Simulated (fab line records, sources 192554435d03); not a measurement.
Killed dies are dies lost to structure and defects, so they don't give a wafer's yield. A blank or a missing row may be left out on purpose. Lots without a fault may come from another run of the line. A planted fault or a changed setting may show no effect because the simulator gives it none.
Split-lot experiment | flow n5_finfet | 7 lots, 21 wafers read, on a route of 1938 steps

THE SPLIT
At N5_BEOL_M4_DESCUM_16 (chemistry O2, time 7 s), the setting time_s was moved away from the recipe's 7 s on 4 of the 21 wafers read, by -11.8% to +13.0%. The other wafers ran this setting at the recipe's value.

The file shows no step between the split and the reading.

THE READING
CAR-EUV_of_BEOL_M4_COAT_05.thk_nm (the simulator's own value, which no gauge read), in nm, at N5_BEOL_M4_ETCH_74 (etches underlayer in N2/H2, target depth 6.5 nm, time 5.2 s). The file gives no usual value for it. The 17 wafers here that ran the recipe average 20.3 nm, standard deviation 0.096 nm.

wafer  | tool, chamber at the split | time_s as run, s | against the recipe | CAR-EUV_of_BEOL_M4_COAT_05.thk_nm, nm | against lot-mates on the recipe
L077.1 | rie_diel-06, 2,0           | 7                | recipe             | 20.4                                  | -
L077.4 | rie_diel-06, 3             | 7                | recipe             | 20.4                                  | -
L077.5 | rie_diel-06, 2,0           | 7                | recipe             | 20.4                                  | -
L081.1 | rie_diel-04, 2,0,3         | 7                | recipe             | 20.4                                  | -
L081.2 | rie_diel-04, 2,0,3         | 7                | recipe             | 20.4                                  | -
L081.3 | rie_diel-04, 2,0,3         | 7                | recipe             | 20.4                                  | -
L083.1 | rie_diel-01, 0,2,1         | 7                | recipe             | 20.4                                  | -
L083.3 | rie_diel-01, 0,2,1         | 7                | recipe             | 20.4                                  | -
L083.4 | rie_diel-01, 0,2,1         | 7                | recipe             | 20.4                                  | -
L085.1 | rie_diel-06, 3,0           | 7                | recipe             | 20.4                                  | -
L085.4 | rie_diel-06, 3,0           | 7                | recipe             | 20.4                                  | -
L085.3 | rie_diel-06, 2             | 7                | recipe             | 20.2                                  | -
L095.1 | rie_diel-01, 1             | 6.171            | -11.8%             | 20.8                                  | +0.6
L095.5 | rie_diel-01, 1             | 6.171            | -11.8%             | 20.8                                  | +0.6
L095.6 | rie_diel-01, 0             | 7                | recipe             | 20.2                                  | -
L096.1 | rie_diel-06, 3,2,2         | 7                | recipe             | 20.2                                  | -
L096.2 | rie_diel-06, 3,2,2         | 7                | recipe             | 20.2                                  | -
L096.5 | rie_diel-06, 3,2,2         | 7                | recipe             | 20.2                                  | -
L097.3 | rie_diel-01, 3             | 7.907            | +13.0%             | 19.8                                  | -0.4
L097.5 | rie_diel-01, 3             | 7.907            | +13.0%             | 19.8                                  | -0.4
L097.6 | rie_diel-01, 2             | 7                | recipe             | 20.2                                  | -
Where a row lists several chambers, the file gives one row for several wafers and doesn't say which wafer went through which chamber.

THE FIT
A straight line over all 21 wafers: CAR-EUV_of_BEOL_M4_COAT_05.thk_nm changes by -0.0403 nm for each +1% of time_s; r = -0.93; the points scatter about the line by 0.09 nm.
The same after taking each lot's own level away (the mean of its wafers on the recipe; 21 wafers): -0.04 nm for each +1%; r = -0.96; scatter 0.063 nm.
On that fit, the largest move of time_s shifts the reading by 0.52 nm.
The lots' own levels span 20.20 to 20.40 nm, that is 2.1 times the standard deviation above.
So the lot-to-lot level changes the slope little: the two slopes agree.
Check: with one of the wafers moved furthest among these (+13.0%) left out of the fit, the line predicts -0.538 nm for it against its lot-mates. It came out at -0.4 nm against them.

OTHER SPLITS ON THESE WAFERS
These wafers also went through other splits before the reading. Each is held against what the fit with the lots' levels taken away leaves over:
other split on the same wafers   | wafers away from the commonest value | r with CAR-EUV_of_BEOL_M4_COAT_05.thk_nm (lot level and that fit taken away)
N5_BEOL_M3_TRENCH_ETCH_37 time_s | 5                                    | +0.33

THE WHOLE CHAIN: every reading that the file lists as answering this split, in the file's order
step                 | what it does                                                | reading                                                                            | change (the file's fit)                | r (the file's)
N5_BEOL_M4_DESCUM_16 | chemistry O2, time 7 s                                      | CAR-EUV_of_BEOL_M4_COAT_05.thk_nm (the simulator's own value, which no gauge read) | -0.036 nm for each +1% of the setting  | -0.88
N5_BEOL_M4_ETCH_74   | etches underlayer in N2/H2, target depth 6.5 nm, time 5.2 s | CAR-EUV_of_BEOL_M4_COAT_05.thk_nm (the simulator's own value, which no gauge read) | -0.0399 nm for each +1% of the setting | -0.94

THE FILE'S OWN FIT
CAR-EUV_of_BEOL_M4_COAT_05.thk_nm changes by -0.0399 nm for each +1% of time_s, r = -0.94.
